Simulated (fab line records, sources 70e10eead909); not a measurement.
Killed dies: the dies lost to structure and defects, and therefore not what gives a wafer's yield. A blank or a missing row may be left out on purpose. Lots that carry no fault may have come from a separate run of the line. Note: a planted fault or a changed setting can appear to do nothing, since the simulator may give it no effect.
fab line records	flow nand_harc
record: lots: 6	wafers: 18	last_day: 24
route steps=1159 shown A_M1@1038 END@1159
lots that met no fault: from a run of the same line without faults
start_h: hours from the record's first day to the start of the lot's first wafer shown	wait_h: hours elapsed since this lot's preceding step	" identical to the entry in the row above	L1.1+2: a single row standing in for several wafers	- value missing, or start not given	* or withheld: withheld	< > ~ a bound
route shown NAME@n: a module of which the file shows steps, and the number in the route of the first	usual: average and standard deviation across the fault-free wafers	same: alike in all rows	chamber/n: place in a boat	sites: the reading at each site	_std_site: the standard deviation of these	_edge_site: the outer-site mean with the inner-site mean subtracted	radius_mm: for every site, how far away it sits from the centre of the wafer	mask NAME#n: copy n	behind: the tool/chamber that last shaped the wafer	hold: cause of the lot's hold/its duration in hours/its outcome	device: whichever transistor did not switch (one of n, p or np)	end of line: at the end of the route, the tests of the same wafers	step lacking rows: just its recipe	killed: dies lost to structure and defects at the first sort, not the wafer's yield	map: shows each die of a wafer: x if killed, . if not, _ if none is there
set.NAME: the setting the step ran with; set.NAME@STEP: the setting that earlier step ran with	model.NAME: the simulator's own value behind a step, which no gauge read
lots seen at some steps along the route; tables by step, rows by wafer
services: the hour from which a tool's chamber was out of use, counted from the record's first day as start_h (under 0 if before that day), plus the number of hours and why
== steps ==
step: NHARC_A_M1_INSPECT_11
usual: raw_defect_count: 33/14
lot.wafer	tool	chamber	start_h	wait_h	raw_defect_count
L936.2	defect_inspect-01	-	411.90	0.0	25
L936.4	"	-	"	"	25
L936.6	"	-	"	"	25
L940.1	defect_inspect-02	-	448.58	0.0	13
L940.2	"	-	"	"	14
L940.3	"	-	"	"	13
L941.1	defect_inspect-02	-	455.85	0.0	50
L941.2	"	-	"	"	48
L941.5	"	-	"	"	40
L944.2	defect_inspect-02	-	464.65	0.0	29
L944.4	"	-	"	"	34
L944.6	"	-	"	"	32
L953.2	defect_inspect-02	-	515.58	0.0	42
L953.4	"	-	"	"	36
L953.6	"	-	"	"	33
L956.1	defect_inspect-02	-	534.79	0.0	49
L956.4	"	-	"	"	50
L956.5	"	-	"	"	54
step: NHARC_A_M1_DESCUM_14
recipe: time_s: 3	o2_flow_sccm: 200	ar_flow_sccm: 0	bias_power_w: 0	chemistry: O2
step: NHARC_A_M1_ETCH_35
recipe: target_depth_a: 400	overetch_a: 120	time_s: 43.94	ion_energy_ev: 200	n2_flow_sccm: 150	h2_flow_sccm: 150	ar_flow_sccm: 0	rf_w: 400	bias_w: 150	chemistry: N2/H2
usual: drypump_motor_current_A: 5.6/0.47	n2_flow_sccm: 150.1/0.45	oes_product_au: 1.001/0.0067	rf_vpp_V: 430.3/1.7	showerhead_plenum_p_Torr: 2.03/0.053	throttle_valve_pct: 14.172/0.0098
lot.wafer	tool	chamber	start_h	wait_h	drypump_motor_current_A	n2_flow_sccm	oes_product_au	rf_hours_counter_h	rf_vpp_V	showerhead_plenum_p_Torr	throttle_valve_pct
L936.4	rie_diel-03	3	412.04	0.1	5.5	149.8	1.003	1	430.4	2.05	14.186
L936.2	"	0	"	"	4.9	149.5	0.993	1	431.3	2.08	14.168
L936.6	"	3	"	"	5.4	150.3	0.996	-	429.6	2.05	14.178
L940.3	rie_diel-03	3	448.73	0.1	5.4	150.0	1.002	3	431.4	2.05	14.173
L940.1	"	0	"	"	4.9	150.0	1.011	3	432.7	2.08	14.157
L940.2	"	1	"	"	5.9	150.5	0.999	3	430.5	2.00	14.175
L941.2	rie_diel-03	2	456.01	0.1	5.0	149.7	0.995	3	429.8	2.05	14.164
L941.1	"	3	"	"	5.5	150.2	1.002	3	429.6	2.05	14.166
L941.5	"	1	"	"	5.9	149.9	1.001	-	430.8	2.00	14.174
L944.4	rie_diel-01	2	464.80	0.1	5.9	149.9	1.005	3	433.3	2.12	14.181
L944.2	"	0	"	"	5.8	150.1	0.999	4	429.2	2.03	14.168
L944.6	"	2	"	"	5.8	149.9	1.009	-	433.6	2.12	14.174
L953.2	rie_diel-07	3	515.74	0.1	6.7	149.4	1.002	9	428.2	1.96	14.165
L953.4	"	0	"	"	5.9	149.6	1.006	8	428.8	1.97	14.162
L953.6	"	2	"	"	5.2	150.1	0.998	-	429.8	2.03	14.194
L956.4	rie_diel-03	2	534.93	0.1	5.0	150.0	0.989	7	430.9	2.05	14.162
L956.1	"	0	"	"	4.9	149.6	0.997	7	432.0	2.08	14.160
L956.5	"	3	"	"	5.5	149.5	0.991	-	431.7	2.05	14.178
step: NHARC_A_M1_ETCH_15
recipe: target_depth_a: 1825	time_s: 91.2	c4f8_flow_sccm: withheld	ar_flow_sccm: 400	rf_w: 600	bias_w: 300	chemistry: C4F8/Ar
step: NHARC_A_M1_CD_MEAS_16
usual: cd_nm: 119.7/0.68
lot.wafer	tool	chamber	start_h	wait_h	cd_nm
L936.2	cd_sem-03	-	412.26	-	119.1
L936.4	"	-	"	"	119.2
L936.6	"	-	"	"	118.7
L940.1	cd_sem-02	-	448.95	-	119.5
L940.2	"	-	"	"	119.9
L940.3	"	-	"	"	119.5
L941.1	cd_sem-03	-	456.21	-	119.8
L941.2	"	-	"	"	120.5
L941.5	"	-	"	"	120.4
L944.2	cd_sem-02	-	465.02	-	118.6
L944.4	"	-	"	"	118.8
L944.6	"	-	"	"	119.7
L953.2	cd_sem-01	-	515.95	-	120.0
L953.4	"	-	"	"	119.6
L953.6	"	-	"	"	120.8
L956.1	cd_sem-02	-	535.15	-	120.9
L956.4	"	-	"	"	120.8
L956.5	"	-	"	"	120.4
step: NHARC_A_M1_STRIP_18
recipe: power_w: 1000	n2_flow_sccm: 150	h2_flow_sccm: 150	ar_flow_sccm: 0	bias_w: 0	chemistry: N2/H2
step: NHARC_A_M1_ETCH_28
recipe: target_depth_a: 300	over_etch_frac: 0.3	time_s: 72.99	ion_energy_ev: 150	cf4_flow_sccm: 50	n2_flow_sccm: 100	ar_flow_sccm: 150	rf_w: 300	bias_w: 100	chemistry: CF4/N2
usual: drypump_motor_current_A: 5.7/0.45	n2_flow_sccm: 100.04/0.28	oes_product_au: 1.004/0.0071	rf_vpp_V: 313.9/1.5	showerhead_plenum_p_Torr: 2.61/0.069	throttle_valve_pct: 19.795/0.0097
lot.wafer	tool	chamber	start_h	wait_h	drypump_motor_current_A	n2_flow_sccm	oes_product_au	rf_hours_counter_h	rf_vpp_V	showerhead_plenum_p_Torr	throttle_valve_pct
L936.4	rie_diel-01	3	-	-	6.1	99.84	0.999	2.4	312.2	2.48	19.808
L936.2	"	2	"	"	5.9	100.29	1.002	2.2	316.1	2.72	19.797
L936.6	"	0	"	"	5.8	100.77	0.997	-	315.3	2.61	19.799
L940.2	rie_diel-07	3	-	-	6.7	99.97	1.015	4.4	313.8	2.53	19.802
L940.3	"	0	"	"	5.8	100.11	1.013	4.0	313.6	2.54	19.792
L940.1	"	1	"	"	5.6	99.99	1.011	3.8	314.2	2.61	19.782
L941.2	rie_diel-01	2	-	-	5.8	99.79	1.000	3.2	316.4	2.72	19.785
L941.1	"	0	"	"	5.8	100.02	1.010	3.5	313.6	2.61	19.810
L941.5	"	1	"	"	5.6	99.66	1.015	-	316.4	2.70	19.781
L944.4	rie_diel-03	0	-	-	4.9	100.24	0.997	3.4	314.7	2.67	19.806
L944.2	"	1	"	"	5.9	99.99	1.001	3.9	313.7	2.58	19.789
L944.6	"	0	"	"	4.9	100.03	1.003	-	314.4	2.67	19.778
L953.4	rie_diel-03	1	-	-	5.9	100.63	0.999	6.8	313.8	2.58	19.796
L953.2	"	2	"	"	5.0	99.86	0.996	6.4	312.3	2.64	19.801
L953.6	"	3	"	"	5.4	100.12	0.988	-	314.0	2.63	19.800
L956.1	rie_diel-07	2	-	-	5.2	99.82	1.013	8.7	313.7	2.62	19.803
L956.4	"	3	"	"	6.7	100.07	1.004	10.2	313.1	2.53	19.792
L956.5	"	0	"	"	5.8	99.95	1.007	-	312.3	2.54	19.795
step: NHARC_A_M1_STRIP_19
recipe: time_s: 600	temp_c: 30	chemistry: post_etch_residue_remover
step: NHARC_A_M1_DEGAS_29
recipe: temp_c: 250	time_s: 60
usual: heater_power_w: 331/35
lot.wafer	tool	chamber	start_h	wait_h	heater_power_w
L936.4	pvd_sputter-01	-	412.98	-	304
L936.2	"	-	"	"	309
L936.6	"	-	"	"	308
L940.1	pvd_sputter-03	-	449.66	-	337
L940.2	"	-	"	"	361
L940.3	"	-	"	"	429
L941.1	pvd_sputter-02	-	456.94	-	306
L941.2	"	-	"	"	293
L941.5	"	-	"	"	315
L944.2	pvd_sputter-02	-	465.73	-	363
L944.4	"	-	"	"	304
L944.6	"	-	"	"	311
L953.4	pvd_sputter-03	-	516.66	-	410
L953.2	"	-	"	"	320
L953.6	"	-	"	"	419
L956.4	pvd_sputter-02	-	535.87	-	301
L956.1	"	-	"	"	358
L956.5	"	-	"	"	362
step: NHARC_A_M1_PRE_CLEAN_30
recipe: time_s: 30	temp_c: 280	gas: H2/He
usual: heater_power_w: 407/45
lot.wafer	tool	chamber	start_h	wait_h	heater_power_w
L936.2	pvd_sputter-01	-	-	-	365
L936.4	"	-	"	"	361
L936.6	"	-	"	"	376
L940.2	pvd_sputter-03	-	-	-	452
L940.1	"	-	"	"	409
L940.3	"	-	"	"	427
L941.1	pvd_sputter-02	-	-	-	371
L941.2	"	-	"	"	434
L941.5	"	-	"	"	367
L944.2	pvd_sputter-02	-	-	-	376
L944.4	"	-	"	"	363
L944.6	"	-	"	"	448
L953.2	pvd_sputter-03	-	-	-	515
L953.4	"	-	"	"	398
L953.6	"	-	"	"	422
L956.4	pvd_sputter-02	-	-	-	367
L956.1	"	-	"	"	380
L956.5	"	-	"	"	444
step: NHARC_A_M1_PVD_20
recipe: target_thk_a: 50	bias_v: 168.6	power_w: 15000	chamber_pressure_pa: 0.12	time_s: 8.06	substrate_temp_c: 50	material: TaN
usual: cathode_dc_power_W: 15000/2.7	throttle_valve_pct: 30.5/1
lot.wafer	tool	chamber	start_h	wait_h	cathode_dc_power_W	throttle_valve_pct
L936.2	pvd_sputter-01	-	-	-	15005	28.4
L936.4	"	-	"	"	15001	31.8
L936.6	"	-	"	"	15000	30.7
L940.1	pvd_sputter-03	-	-	-	15001	30.6
L940.3	"	-	"	"	15002	30.9
L940.2	"	-	"	"	15000	30.9
L941.2	pvd_sputter-02	-	-	-	15002	30.1
L941.1	"	-	"	"	14997	30.4
L941.5	"	-	"	"	15001	28.8
L944.2	pvd_sputter-02	-	-	-	15001	30.4
L944.4	"	-	"	"	15004	28.8
L944.6	"	-	"	"	14998	30.6
L953.4	pvd_sputter-03	-	-	-	15001	31.1
L953.2	"	-	"	"	15002	31.1
L953.6	"	-	"	"	14999	30.2
L956.1	pvd_sputter-02	-	-	-	15003	30.1
L956.4	"	-	"	"	15000	28.9
L956.5	"	-	"	"	15001	30.6
step: NHARC_A_M1_PVD_21
recipe: target_thk_a: 300	chamber_pressure_pa: 5	power_w: 5000	substrate_temp_c: 30	time_s: 20.49	material: Cu
step: NHARC_A_M1_ECD_22
recipe: target_thk_a: 4000	bath_temp_c: 25	material: Cu
usual: bath_temp_c: 25.01/0.1
lot.wafer	tool	chamber	start_h	wait_h	bath_temp_c
L936.2	ecd_cu-02	1	413.39	-	25.07
L936.4	"	1	"	"	24.94
L936.6	"	0	"	"	25.10
L940.2	ecd_cu-02	0	450.03	-	25.00
L940.1	"	1	"	"	25.25
L940.3	"	0	"	"	25.08
L941.1	ecd_cu-02	1	457.30	-	25.13
L941.2	"	0	"	"	25.05
L941.5	"	0	"	"	25.03
L944.2	ecd_cu-01	1	466.09	-	25.07
L944.4	"	1	"	"	24.90
L944.6	"	0	"	"	25.00
L953.2	ecd_cu-01	0	517.05	-	25.01
L953.4	"	0	"	"	24.94
L953.6	"	1	"	"	24.89
L956.1	ecd_cu-01	0	536.61	-	25.04
L956.4	"	1	"	"	24.98
L956.5	"	1	"	"	25.13
step: NHARC_A_M1_ANNEAL_31
recipe: temp_c: 225	time_s: 90
step: NHARC_A_M1_CMP_23
recipe: t_overpolish_s: 20	target_thk_nm: 154.34
usual: motor_current_A: 12.1/1	time_to_endpoint_s: 29.3/2
lot.wafer	tool	chamber	start_h	wait_h	motor_current_A	time_to_endpoint_s
L936.4	cmp-02	2	414.08	-	12.1	30.6
L936.2	"	0	"	"	13.5	29.2
L936.6	"	2	"	"	12.2	29.7
L940.2	cmp-02	2	450.79	-	12.5	15.4
L940.1	"	3	"	"	11.6	33.8
L940.3	"	0	"	"	13.1	13.1
L941.1	cmp-03	3	458.02	-	12.8	27.2
L941.2	"	1	"	"	10.7	11.4
L941.5	"	0	"	"	11.6	11.8
L944.4	cmp-03	0	466.88	-	11.1	29.5
L944.2	"	1	"	"	11.5	29.2
L944.6	"	2	"	"	14.7	27.2
L953.4	cmp-01	2	518.05	-	10.8	27.6
L953.2	"	3	"	"	13.6	30.3
L953.6	"	2	"	"	10.6	27.8
L956.1	cmp-01	3	537.27	-	13.2	26.1
L956.4	"	0	"	"	11.3	27.5
L956.5	"	0	"	"	10.9	27.6
step: NHARC_A_M1_THK_MEAS_24
recipe: thk_meas_gauge: xrf
usual: thk_nm: 154.6/1.4
lot.wafer	tool	chamber	start_h	wait_h	thk_nm
L936.2	film_metro-01	-	414.40	-	154.7
L936.4	"	-	"	"	154.4
L936.6	"	-	"	"	155.1
L940.1	film_metro-02	-	451.07	-	156.5
L940.2	"	-	"	"	154.1
L940.3	"	-	"	"	154.1
L941.1	film_metro-02	-	458.33	-	152.1
L941.2	"	-	"	"	153.6
L941.5	"	-	"	"	155.6
L944.2	film_metro-02	-	467.14	-	152.7
L944.4	"	-	"	"	152.5
L944.6	"	-	"	"	152.5
L953.2	film_metro-01	-	518.37	-	156.8
L953.4	"	-	"	"	154.7
L953.6	"	-	"	"	150.3
L956.1	film_metro-02	-	537.58	-	155.3
L956.4	"	-	"	"	154.0
L956.5	"	-	"	"	154.1
step: NHARC_END_SORT_01
recipe: temp_c: 25
usual: defect_limited_yield: 95.1/1.6	killed_at_array: 29/11	killed_at_other: 0.6/0.92	killed_at_periphery: 3.2/2	killed_dies: 33/11	killed_open: 3.2/2	killed_short: 1.9/1.5	sort_bin_2_pct: 1.6/0.67	sort_bin_3_pct: 0.26/0.22	sort_bin_4_pct: 3.1/1.1	sort_n_pass: 644/11	sort_rim_yield_pct: 96.3/2.5	sort_yield_pct: 95.1/1.6
same: gross_dies: 677	sort_bin_5_pct[%]: 0	sort_bin_6_pct[%]: 0	sort_bin_7_pct[%]: 0	sort_bin_8_pct[%]: 0	sort_rim_n_gross: 106.00
lot.wafer	tool	chamber	start_h	wait_h	defect_limited_yield[%]	killed_at_array	killed_at_other	killed_at_periphery	killed_dies	killed_open	killed_short	sort_bin_2_pct[%]	sort_bin_3_pct[%]	sort_bin_4_pct[%]	sort_n_pass	sort_rim_yield_pct[%]	sort_yield_pct[%]
L941.1	prober-01	0	492.86	2.5	93.8	36	0	6	42	3	0	1.8	0.89	3.5	635	95.3	93.8
L941.2	prober-01	0	493.67	2.8	94.4	37	0	1	38	1	1	2.2	0.15	3.2	639	98.1	94.4
L941.5	prober-01	0	496.10	3.7	93.9	38	0	3	41	4	0	1.3	0.44	4.3	636	96.2	93.9
killed by level:class
L941.1 A_CHANNEL_HOLE_D1:chamber_film_flake=18 A_SLIT:chamber_film_flake=11 A_CONTACT:chamber_film_flake=5 P_STI:geometric_particle:open=1 P_GATE:geometric_particle:open=1 P_M2:geometric_particle:open=1 P_STI:chamber_film_flake=1 P_M2:chamber_film_flake=1
L941.2 A_CHANNEL_HOLE_D1:chamber_film_flake=17 A_SLIT:chamber_film_flake=14 A_CHANNEL_FILL_D1:chamber_film_flake=2 A_STAIRCASE:chamber_film_flake=2 P_STI:geometric_particle:open=1 A_ONON_D1:geometric_particle:short=1 A_CONTACT:chamber_film_flake=1
L941.5 A_CHANNEL_HOLE_D1:chamber_film_flake=19 A_SLIT:chamber_film_flake=13 P_STI:chamber_film_flake=2 A_CONTACT:chamber_film_flake=2 A_ONON_D1:geometric_particle:open=1 A_WL_FILL:geometric_particle:open=1 A_CONTACT:geometric_particle:open=1 A_M0:geometric_particle:open=1
== services ==
tool	chamber	start_h	hours	kind
pvd_sputter-02	-	392.05	10.0	pm
rie_diel-03	-	392.30	9.0	pm
rie_diel-07	-	405.20	9.0	pm
rie_diel-01	3	412.85	22.8	repair
rie_diel-03	2	422.30	8.7	repair
cmp-02	-	422.62	4.0	pm
cmp-03	-	433.16	0.2	repair
ecd_cu-01	-	436.18	2.2	repair
pvd_sputter-03	-	436.57	2.1	repair
rie_diel-07	2	439.63	8.1	repair
cmp-02	-	441.49	0.4	repair
ecd_cu-01	-	448.00	8.0	pm
pvd_sputter-03	-	450.87	2.6	repair
rie_diel-07	0	452.56	5.9	repair
pvd_sputter-03	-	458.00	10.0	pm
rie_diel-03	0	461.92	3.1	repair
rie_diel-03	-	468.61	1.2	repair
rie_diel-01	-	491.80	9.0	pm
rie_diel-07	1	501.41	3.0	repair
rie_diel-01	2	513.92	1.3	repair
pvd_sputter-02	-	517.48	4.4	repair
pvd_sputter-01	-	517.96	10.0	pm
rie_diel-01	2	523.93	4.0	repair
ecd_cu-02	-	532.15	8.0	pm
== key ==
first_sign: step: NHARC_A_M1_CMP_23	reading: time_to_endpoint_s	direction: down	sigmas: 8	usual: *	struck: *
effect none on later readings
met_at NHARC_A_M1_ECD_22
struck_wafers L940.2,L940.3,L941.2,L941.5
onset_between 413.39 450.03
fault: kind: process_parameter_drift	tool: ecd_cu-02	chamber: 0	onset_h: 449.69	steps: NHARC_A_M1_ECD_22	channel: target_thk_a	offset: *	shape: step	end_h: 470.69	acts_in: *	stated: *
